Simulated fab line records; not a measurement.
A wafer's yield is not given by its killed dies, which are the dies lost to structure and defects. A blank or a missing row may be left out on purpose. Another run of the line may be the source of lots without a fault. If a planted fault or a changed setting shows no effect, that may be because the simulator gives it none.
fab line records    flow n5_finfet
record lots=6  wafers=18  last_day=19
route steps=1938 shown PMOS_HMC_CHANNEL_EPI@69 BEOL_M4@1111
lots that met no fault: taken from a fault-free run of the same line
start_h: the number of hours between the record's first day and the start of the first shown wafer of the lot    wait_h: hours since the lot's step before    " unchanged from the row above    L1.1+2: a single row standing in for several wafers    - either no value or no given start    * or withheld: withheld    < > ~ a bound
route shown NAME@n: names a module that has steps shown in the file, with the first one's number in the route    usual: the fault-free wafers' mean and standard deviation    same: alike in all rows    chamber/n: place in a boat    sites: per-site readings    _std_site: standard deviation across them    _edge_site: the outer-site mean with the inner-site mean subtracted    radius_mm: for every site, how far away it sits from the centre of the wafer    mask NAME#n: copy n    behind: the tool/chamber that last shaped the wafer    hold: what put the lot on hold/how long, in hours/how the hold closed    device: names the non-switching transistor (n, p or np)    end of line: at the end of the route, the tests of the same wafers    where a step has no rows: the recipe by itself    killed: dies lost to structure and defects at the first sort, not the wafer's yield    map: a wafer's dies, x killed, . not, _ none there
set.NAME: the setting that was run; set.NAME@STEP: the one run at that earlier step    model.NAME: the simulator's own value behind a step, which no gauge read
lots seen at some steps along the route; tables by step, rows by wafer
services: a tool's chamber out of use, with start hour (start_h, from the record's first day; less than 0 if before it), hours out, and reason
## steps
# step N5_PMOS_HMC_CHANNEL_EPI_ETCH_32
# recipe chemistry=N2/H2  target=BARC  stop_on=SiO2  target_depth_a=858  over_etch_frac=0.3  time_s=50.3  ion_energy_ev=200  mask_material=CAR-ArF-block  pressure_mtorr=30  source_w=840  bias_w=150  n2_flow_sccm=200  h2_flow_sccm=200
# usual drypump_motor_current_A=5.9/0.61  oes_product_au=0.69/0.063  rf_vpp_V=524.1/2.3  showerhead_plenum_p_Torr=2.55/0.081  throttle_valve_pct=17.92/0.24
lot.wafer  tool         chamber  start_h  wait_h  drypump_motor_current_A  oes_product_au  rf_hours_counter_h  rf_vpp_V  showerhead_plenum_p_Torr  throttle_valve_pct
L103.2     rie_diel-06  0        41.31    0.0     6.5                      0.61            232                 523.5     2.62                      18.21
L103.3     "            1        "        "       6.0                      0.63            164                 528.1     2.65                      18.21
L103.5     "            1        "        "       6.0                      0.63            -                   527.6     2.65                      18.21
L109.1     rie_diel-06  3        78.75    0.0     4.9                      0.66            122                 523.8     2.56                      17.90
L109.3     "            2        "        "       5.6                      0.68            108                 520.5     2.46                      17.95
L109.6     "            1        "        "       6.0                      0.63            -                   526.0     2.65                      18.22
L110.1     rie_diel-04  1        85.25    0.0     5.1                      0.79            12                  526.6     2.59                      17.82
L110.3     "            2        "        "       5.2                      0.62            168                 522.1     2.42                      17.67
L110.5     "            3        "        "       5.6                      0.70            -                   522.4     2.45                      17.89
L120.2     rie_diel-02  3        143.59   0.0     6.8                      0.70            81                  520.8     2.48                      18.37
L120.5     "            1        "        "       6.4                      0.65            -                   527.3     2.67                      17.67
L120.6     "            0        "        "       5.4                      0.76            -                   524.0     2.59                      17.75
L121.2     rie_diel-02  3        149.61   0.0     6.8                      0.71            84                  522.2     2.48                      18.38
L121.5     "            3        "        "       6.8                      0.70            -                   521.3     2.48                      18.37
L121.6     "            0        "        "       5.4                      0.76            -                   525.6     2.59                      17.71
L122.2     rie_diel-06  1        156.66   0.0     6.0                      0.62            195                 525.5     2.64                      18.27
L122.4     "            3        "        "       4.9                      0.65            146                 524.5     2.55                      17.95
L122.5     "            0        "        "       6.5                      0.80            -                   524.8     2.61                      17.75
# step N5_PMOS_HMC_CHANNEL_EPI_HM_OPEN_15
# recipe chemistry=CHF3/O2  target=SiO2  mask_material=CAR-ArF-block  target_depth_a=406  CHF3_flow_sccm=50  O2_flow_sccm=5  Ar_flow_sccm=200  time_s=20.3  pressure_mtorr=30  source_w=650  bias_w=170  ion_energy_ev=200
# usual drypump_motor_current_A=5.9/0.6  oes_product_au=0.80/0.079  rf_vpp_V=523/11  showerhead_plenum_p_Torr=2.41/0.067  throttle_valve_pct=18.87/0.22
lot.wafer  tool         chamber  start_h  wait_h  drypump_motor_current_A  oes_product_au  rf_hours_counter_h  rf_vpp_V  showerhead_plenum_p_Torr  throttle_valve_pct
L103.2     rie_diel-06  0        41.35    0.0     6.5                      0.71            232                 520       2.47                      19.10
L103.3     "            1        "        "       6.0                      0.73            164                 522       2.49                      19.11
L103.5     "            1        "        "       6.0                      0.72            -                   523       2.49                      19.10
L109.1     rie_diel-06  3        78.79    0.0     4.9                      0.76            122                 536       2.43                      18.96
L109.3     "            2        "        "       5.7                      0.80            108                 505       2.31                      18.91
L109.6     "            1        "        "       6.0                      0.73            -                   522       2.49                      19.11
L110.1     rie_diel-04  1        85.29    0.0     5.1                      0.94            12                  526       2.45                      18.84
L110.3     "            2        "        "       5.2                      0.72            168                 522       2.30                      18.87
L110.5     "            3        "        "       5.6                      0.82            -                   516       2.33                      18.94
L120.2     rie_diel-02  3        143.63   0.0     6.8                      0.83            81                  531       2.34                      19.24
L120.5     "            1        "        "       6.4                      0.75            -                   532       2.49                      18.50
L120.6     "            0        "        "       5.3                      0.90            -                   533       2.43                      18.59
L121.2     rie_diel-02  3        149.65   0.0     6.8                      0.82            84                  531       2.34                      19.22
L121.5     "            3        "        "       6.8                      0.83            -                   532       2.34                      19.23
L121.6     "            0        "        "       5.4                      0.89            -                   533       2.43                      18.60
L122.2     rie_diel-06  1        156.70   0.0     6.0                      0.71            195                 524       2.48                      19.16
L122.4     "            3        "        "       4.9                      0.74            146                 536       2.42                      19.00
L122.5     "            0        "        "       6.5                      0.96            -                   520       2.46                      18.66
# step N5_PMOS_HMC_CHANNEL_EPI_STRIP_33
# recipe chemistry=N2/H2  power_w=500  temp_c=40  pressure_mtorr=50  rf_frequency_hz=6e+07  overash_fraction=0.3  bias_power_w=8  h2_frac=0.5  n2_flow_sccm=300  h2_flow_sccm=300
# usual drypump_motor_current_A=5.9/0.61  oes_product_au=0.80/0.077  rf_vpp_V=54.1/1.7  showerhead_plenum_p_Torr=3.37/0.1  temp_c=40.00/0.1  throttle_valve_pct=19.0/0.36
lot.wafer  tool         chamber  start_h  wait_h  drypump_motor_current_A  oes_product_au  rf_hours_counter_h  rf_vpp_V  showerhead_plenum_p_Torr  temp_c  throttle_valve_pct
L103.2     rie_diel-06  0        41.41    0.0     6.5                      0.72            232                 52.0      3.45                      39.82   19.5
L103.3     "            1        "        "       6.0                      0.74            164                 56.4      3.50                      39.98   19.4
L103.5     "            1        "        "       6.0                      0.72            -                   52.4      3.50                      39.86   19.4
L109.1     rie_diel-06  3        78.85    0.0     4.9                      0.77            122                 54.3      3.38                      39.92   18.9
L109.3     "            2        "        "       5.7                      0.79            108                 53.1      3.25                      40.03   19.0
L109.6     "            1        "        "       6.0                      0.73            -                   52.2      3.49                      40.09   19.4
L110.1     rie_diel-04  1        85.35    0.0     5.1                      0.94            12                  56.0      3.42                      40.07   18.9
L110.3     "            2        "        "       5.2                      0.73            168                 53.0      3.20                      40.06   18.4
L110.5     "            3        "        "       5.6                      0.81            -                   53.7      3.24                      40.19   19.1
L120.2     rie_diel-02  3        143.69   0.0     6.8                      0.82            81                  53.8      3.28                      40.14   19.7
L120.5     "            1        "        "       6.4                      0.73            -                   52.9      3.51                      40.07   18.7
L120.6     "            0        "        "       5.4                      0.90            -                   53.4      3.42                      39.84   18.8
L121.2     rie_diel-02  3        149.70   0.0     6.8                      0.81            84                  52.3      3.28                      40.17   19.7
L121.5     "            3        "        "       6.8                      0.82            -                   52.9      3.28                      40.21   19.7
L121.6     "            0        "        "       5.4                      0.89            -                   52.2      3.42                      40.01   18.8
L122.2     rie_diel-06  1        156.75   0.0     6.0                      0.71            195                 54.7      3.48                      39.95   19.4
L122.4     "            3        "        "       5.0                      0.75            146                 57.1      3.37                      40.11   18.9
L122.5     "            0        "        "       6.5                      0.98            -                   54.7      3.44                      40.11   19.1
# step N5_PMOS_HMC_CHANNEL_EPI_STRIP_17
# recipe chemistry=SPM  time_s=750  temp_c=130  h2so4_h2o2_vol_ratio=4  dry=ipa_marangoni
# step N5_PMOS_HMC_CHANNEL_EPI_ETCH_38
# recipe chemistry=CF4  target=SiO2  target_depth_a=15  ion_energy_ev=350  pressure_mtorr=10  icp_w=800  bias_w=400  cf4_flow_sccm=80
# step N5_PMOS_HMC_CHANNEL_EPI_FIN_RECESS_16
# recipe chemistry=HBr/Cl2  target=Si  mask_material=SiO2  target_depth_a=540  time_s=18  pressure_mtorr=10  icp_w=800  bias_w=75  HBr_flow_sccm=150  Cl2_flow_sccm=80
# usual drypump_motor_current_A=5.9/0.46  oes_product_au=0.989/0.013  throttle_valve_pct=35.30/0.28
lot.wafer  tool       chamber  start_h  wait_h  drypump_motor_current_A  oes_product_au  rf_hours_counter_h  throttle_valve_pct
L103.2     rie_si-06  2        41.75    0.0     5.8                      0.993           88                  35.41
L103.3     "          1        "        "       5.8                      0.988           36                  35.51
L103.5     "          0        "        "       6.3                      0.995           -                   35.65
L109.1     rie_si-05  1        79.17    0.0     6.7                      0.961           175                 35.69
L109.3     "          2        "        "       6.1                      0.999           23                  35.05
L109.6     "          1        "        "       6.7                      0.978           -                   35.70
L110.1     rie_si-06  1        85.67    0.0     5.7                      0.996           37                  35.49
L110.3     "          2        "        "       5.8                      0.991           89                  35.42
L110.5     "          1        "        "       5.8                      0.986           -                   35.49
L120.2     rie_si-03  0        144.01   0.0     6.2                      0.973           182                 35.01
L120.5     "          0        "        "       6.2                      0.974           -                   35.00
L120.6     "          3        "        "       4.9                      0.981           -                   35.26
L121.2     rie_si-03  3        150.03   0.0     5.0                      0.993           184                 35.26
L121.5     "          2        "        "       5.7                      0.989           -                   34.88
L121.6     "          1        "        "       5.9                      1.002           -                   35.53
L122.2     rie_si-03  1        157.08   0.0     5.9                      1.010           7                   35.53
L122.4     "          0        "        "       6.1                      0.977           183                 35.00
L122.5     "          2        "        "       5.7                      0.988           -                   34.89
# step N5_PMOS_HMC_CHANNEL_EPI_PRECLEAN_36
# recipe chemistry=O3/DIW  time_s=45  temp_c=22  o3_ppm=10
# step N5_PMOS_HMC_CHANNEL_EPI_PRECLEAN_18
# recipe chemistry=DHF  time_s=30  temp_c=25  dilution=withheld
# step N5_PMOS_HMC_CHANNEL_EPI_SRD_19
# recipe dry=ipa_marangoni  do_ppb=5  time_s=30  temp_c=23  rinse_liquid=diw
# step N5_PMOS_HMC_CHANNEL_EPI_EPI_20
# recipe material=SiGe30  mask_material=SiO2  pressure_torr=20  target_thk_a=590  temp_c=600
# step N5_PMOS_HMC_CHANNEL_EPI_HM_STRIP_35
# recipe chemistry=dHF  temp_c=25  material=SiO2  target=SiO2  target_depth_a=396  time_s=216
# step N5_PMOS_HMC_CHANNEL_EPI_SRD_39
# recipe dry=ipa_marangoni  time_s=30  temp_c=23  rinse_liquid=diw
# step N5_PMOS_HMC_CHANNEL_EPI_CMP_21
# recipe material=SiGe30  post_cmp_clean=alkaline_brush  target_thk_nm=54
# usual edge_zone_pressure_frac=1.000/0.005  motor_current_A=11.8/0.94
lot.wafer  tool    chamber  start_h  wait_h  edge_zone_pressure_frac  motor_current_A  model.SiGe30_of_PMOS_HMC_CHANNEL_EPI_EPI_20.thk_nm
L103.3     cmp-03  2        44.90    0.0     1.002                    12.8             53.96
L103.2     "       1        "        "       0.997                    10.9             54.01
L103.5     "       3        "        "       1.003                    11.5             54.18
L109.3     cmp-01  3        80.72    0.1     -                        -                59.28
L109.1     "       1        "        "       -                        -                59.48
L109.6     "       2        "        "       -                        -                59.19
L110.1     cmp-04  2        87.18    0.0     -                        -                59.14
L110.3     "       1        "        "       -                        -                58.71
L110.5     "       3        "        "       -                        -                58.83
L120.2     cmp-01  1        145.52   0.0     1.001                    12.4             54.1
L120.6     "       1        "        "       0.998                    11.3             54.15
L120.5     "       2        "        "       0.997                    13.4             53.81
L121.2     cmp-01  2        151.97   0.1     0.998                    13.4             53.92
L121.5     "       1        "        "       1.001                    11.9             54.17
L121.6     "       2        "        "       0.999                    13.0             53.74
L122.2     cmp-01  2        158.58   0.0     1.002                    13.1             53.85
L122.4     "       3        "        "       1.001                    10.5             53.83
L122.5     "       2        "        "       0.995                    12.9             53.75
# step N5_PMOS_HMC_CHANNEL_EPI_THK_MEAS_22
# recipe reads=SiGe30_of_PMOS_HMC_CHANNEL_EPI_EPI_20
# usual HMC_CMP_THK=53.7/0.76
lot.wafer  tool           chamber  start_h  wait_h  HMC_CMP_THK[nm]
L103.2     film_metro-02  -        45.20    -       52.9
L103.3     "              -        "        "       53.0
L103.5     "              -        "        "       53.4
L109.1     film_metro-02  -        80.97    0.1     59.5
L109.3     "              -        "        "       59.2
L109.6     "              -        "        "       59.2
L110.1     film_metro-02  -        87.48    0.3     59.1
L110.3     "              -        "        "       58.7
L110.5     "              -        "        "       58.8
L120.2     film_metro-01  -        145.81   -       53.2
L120.5     "              -        "        "       53.3
L120.6     "              -        "        "       53.9
L121.2     film_metro-02  -        152.23   -       54.4
L121.5     "              -        "        "       54.5
L121.6     "              -        "        "       53.7
L122.2     film_metro-01  -        158.88   -       54.0
L122.4     "              -        "        "       53.6
L122.5     "              -        "        "       54.4
# step N5_PMOS_HMC_CHANNEL_EPI_PRECLEAN_40
# recipe chemistry=DHF  time_s=30  temp_c=25  dilution=withheld
# step N5_PMOS_HMC_CHANNEL_EPI_PRECLEAN_37
# recipe chemistry=O3/DIW  time_s=45  temp_c=22  o3_ppm=10
# usual bath_heat_duty_pct=2.3/0.4  temp_c=22.02/0.094
lot.wafer  tool          chamber  start_h  wait_h  bath_heat_duty_pct  temp_c  model.SiGe30_of_PMOS_HMC_CHANNEL_EPI_EPI_20.thk_nm
L103.2     wet_bench-04  4        45.24    0.0     1.7                 21.99   53.3
L103.3     "             6        "        "       2.4                 22.04   53.25
L103.5     "             5        "        "       2.6                 21.92   53.48
L109.1     wet_bench-05  4        81.01    0.0     2.4                 21.85   58.75
L109.3     "             6        "        "       1.8                 22.13   58.55
L109.6     "             0        "        "       2.7                 21.96   58.47
L110.1     wet_bench-05  4        87.51    0.0     2.0                 22.00   58.43
L110.3     "             5        "        "       3.0                 21.99   58
L110.5     "             0        "        "       2.8                 22.04   58.12
L120.2     wet_bench-06  5        145.85   0.0     1.9                 22.14   53.4
L120.5     "             0        "        "       1.6                 22.15   53.11
L120.6     "             2        "        "       2.4                 22.01   53.45
L121.2     wet_bench-06  2        152.27   0.0     2.9                 21.91   53.21
L121.5     "             1        "        "       2.6                 22.00   53.47
L121.6     "             0        "        "       2.1                 22.03   53.04
L122.2     wet_bench-04  1        158.91   0.0     2.8                 21.99   53.15
L122.4     "             4        "        "       2.2                 21.94   53.13
L122.5     "             2        "        "       2.7                 22.04   53.05
# step N5_PMOS_HMC_CHANNEL_EPI_PRECLEAN_24
# recipe chemistry=DHF  time_s=30  temp_c=25  dilution=withheld
# step N5_PMOS_HMC_CHANNEL_EPI_SRD_25
# recipe dry=ipa_marangoni  do_ppb=5  time_s=30  temp_c=23  rinse_liquid=diw
# step N5_PMOS_HMC_CHANNEL_EPI_EPI_26
# recipe material=Si  target_thk_a=38  temp_c=650  precursor=SiH4/H2  pressure_torr=20  time_s=22.7
# usual susceptor_temp_C_max=651.8/0.59  throttle_valve_pct=11.26/0.25
lot.wafer  tool          chamber  start_h  wait_h  susceptor_temp_C_max  throttle_valve_pct
L103.2     epi_rpcvd-01  0        45.43    0.2     651.9                 11.67
L103.3     "             0        "        "       652.0                 11.55
L103.5     "             0        "        "       653.0                 11.41
L109.1     epi_rpcvd-03  0        81.08    0.0     651.8                 11.25
L109.3     "             0        "        "       652.0                 11.23
L109.6     "             0        "        "       651.4                 11.28
L110.1     epi_rpcvd-01  0        87.58    0.0     651.8                 11.59
L110.3     "             0        "        "       652.4                 11.60
L110.5     "             0        "        "       652.0                 11.84
L120.2     epi_rpcvd-02  0        145.97   0.1     651.7                 10.88
L120.5     "             0        "        "       651.9                 11.12
L120.6     "             0        "        "       652.9                 11.20
L121.2     epi_rpcvd-03  0        152.41   0.1     650.9                 11.24
L121.5     "             0        "        "       650.6                 11.40
L121.6     "             0        "        "       651.7                 11.20
L122.2     epi_rpcvd-03  0        159.03   0.1     651.3                 11.39
L122.4     "             0        "        "       651.6                 11.71
L122.5     "             0        "        "       650.8                 11.09
# step N5_PMOS_HMC_CHANNEL_EPI_INSPECT_30
# recipe inspect_instrument=darkfield  mode=post_epi
# usual raw_defect_count=19/5.9
lot.wafer  tool               chamber  start_h  wait_h  raw_defect_count
L103.2     defect_inspect-02  -        46.09    0.0     23
L103.3     "                  -        "        "       20
L103.5     "                  -        "        "       24
L109.1     defect_inspect-02  -        81.45    0.0     42
L109.3     "                  -        "        "       73
L109.6     "                  -        "        "       38
L110.1     defect_inspect-01  -        88.19    0.0     39
L110.3     "                  -        "        "       62
L110.5     "                  -        "        "       68
L120.2     defect_inspect-02  -        146.29   0.0     16
L120.5     "                  -        "        "       20
L120.6     "                  -        "        "       21
L121.2     defect_inspect-01  -        152.81   0.0     28
L121.5     "                  -        "        "       20
L121.6     "                  -        "        "       29
L122.2     defect_inspect-02  -        159.36   0.0     22
L122.4     "                  -        "        "       14
L122.5     "                  -        "        "       27
# step N5_BEOL_M4_RC_MEAS_101
# usual DIBL_N=36.1/1.6  DIBL_P=35.8/2  IOFF_N=0.157/0.029  IOFF_P=0.21/0.034  ION_N=677/13  ION_P=465/8.1  SS_N=71.3/0.61  SS_P=73.2/0.65  VT_N=249/3.3  VT_P=-250/3.2
lot.wafer  tool       chamber  start_h  wait_h  DIBL_N[mV/V]  DIBL_P[mV/V]  IOFF_N[nA/um]  IOFF_P[nA/um]  ION_N[uA/um]  ION_P[uA/um]  SS_N[mV/dec]  SS_P[mV/dec]  VT_N[mV]  VT_P[mV]
L103.2     prober-01  0        229.32   0.2     36.0          33.5          0.140          0.20           668           458           71.5          72.9          249       -248
L103.3     "          0        "        "       36.3          34.1          0.150          0.21           666           464           71.3          73.0          247       -247
L103.5     "          0        "        "       35.9          33.8          0.151          0.20           681           467           70.9          72.8          249       -248
L120.2     prober-02  0        321.78   0.2     37.1          38.1          0.165          0.22           677           460           71.3          73.2          246       -252
L120.5     "          0        "        "       36.9          37.7          0.171          0.22           682           466           71.8          73.3          247       -251
L120.6     "          0        "        "       35.2          36.5          0.134          0.20           662           459           71.7          73.8          252       -251
L121.2     prober-02  0        325.20   0.2     37.3          37.2          0.184          0.22           698           470           71.4          73.0          246       -250
L121.5     "          0        "        "       38.0          39.4          0.208          0.25           702           473           72.0          73.4          241       -247
L121.6     "          0        "        "       35.3          35.0          0.158          0.19           687           474           70.7          73.2          249       -251
L122.2     prober-02  0        343.03   0.2     35.9          36.7          0.147          0.21           685           471           71.3          73.1          250       -250
L122.4     "          0        "        "       38.2          38.1          0.184          0.24           670           463           72.7          73.7          249       -249
L122.5     "          0        "        "       37.3          37.2          0.166          0.23           687           472           71.2          74.0          250       -248
## services
tool          chamber  start_h  hours  kind
rie_diel-04   0        17.51    10.0   repair
epi_rpcvd-02  -        20.01    34.7   pm
rie_si-03     2        24.50    6.2    repair
rie_diel-04   2        25.21    8.7    repair
rie_si-06     -        30.57    2.8    pm
rie_si-05     -        34.69    4.3    pm
cmp-04        -        44.56    5.1    pm
wet_bench-06  -        45.62    2.9    repair
epi_rpcvd-02  -        54.71    27.2   pm
rie_si-05     2        55.41    3.8    repair
cmp-01        -        56.21    4.0    pm
epi_rpcvd-01  -        59.80    2.8    pm
rie_diel-04   3        65.13    6.8    repair
cmp-03        -        73.45    3.1    repair
cmp-01        -        74.32    0.8    repair
epi_rpcvd-03  -        103.18   0.7    repair
wet_bench-05  -        108.35   1.9    pm
rie_diel-02   3        119.82   11.3   repair
cmp-01        -        122.23   2.0    repair
wet_bench-06  -        128.45   1.5    repair
rie_diel-02   -        136.73   2.7    repair
epi_rpcvd-03  -        147.14   1.3    repair
cmp-01        -        149.83   0.3    repair
rie_diel-04   -        153.50   0.6    repair
## key
first_sign step=N5_PMOS_HMC_CHANNEL_EPI_CMP_21  reading=tool_record  direction=missing
effect step=N5_PMOS_HMC_CHANNEL_EPI_THK_MEAS_22  reading=HMC_CMP_THK  direction=up  sigmas=7.2  usual=53.7  struck=59.1
effect step=N5_PMOS_HMC_CHANNEL_EPI_INSPECT_30  reading=raw_defect_count  direction=up  sigmas=5.8  usual=19  struck=54
model_effect step=N5_PMOS_HMC_CHANNEL_EPI_CMP_21  value=SiGe30_of_PMOS_HMC_CHANNEL_EPI_EPI_20.thk_nm  without=53.95  struck=59.1
model_effect step=N5_PMOS_HMC_CHANNEL_EPI_PRECLEAN_37  value=SiGe30_of_PMOS_HMC_CHANNEL_EPI_EPI_20.thk_nm  without=53.23  struck=58.39
met_at N5_PMOS_HMC_CHANNEL_EPI_CMP_21
struck_wafers L109.1,L109.3,L109.6,L110.1,L110.3,L110.5
later_rows_left_out L109.1,L109.3,L109.6,L110.1,L110.3,L110.5
sort_left_out L109.1,L109.3,L109.6,L110.1,L110.3,L110.5
tester_left_out L109,L110
fault kind=skipped_step_whole  tool=cmp-01,cmp-04  chamber=-  onset_h=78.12  steps=N5_PMOS_HMC_CHANNEL_EPI_CMP_21  scope=struck_lots_only
# tester_left_out: of these lots the tester's yield and bins aren't shown, on N5 and GAA mostly nor the transistor test; their killed dies are dies lost to structure and defects alone, not to doping, threshold or leakage, so they don't give the yield
# sort_left_out: the simulated sort isn't trusted on such a fault, so these wafers' sort isn't shown, and their yield isn't known
# later_rows_left_out: the simulator's readings of these wafers behind a module that went badly wrong aren't trusted and aren't shown, but for the sort
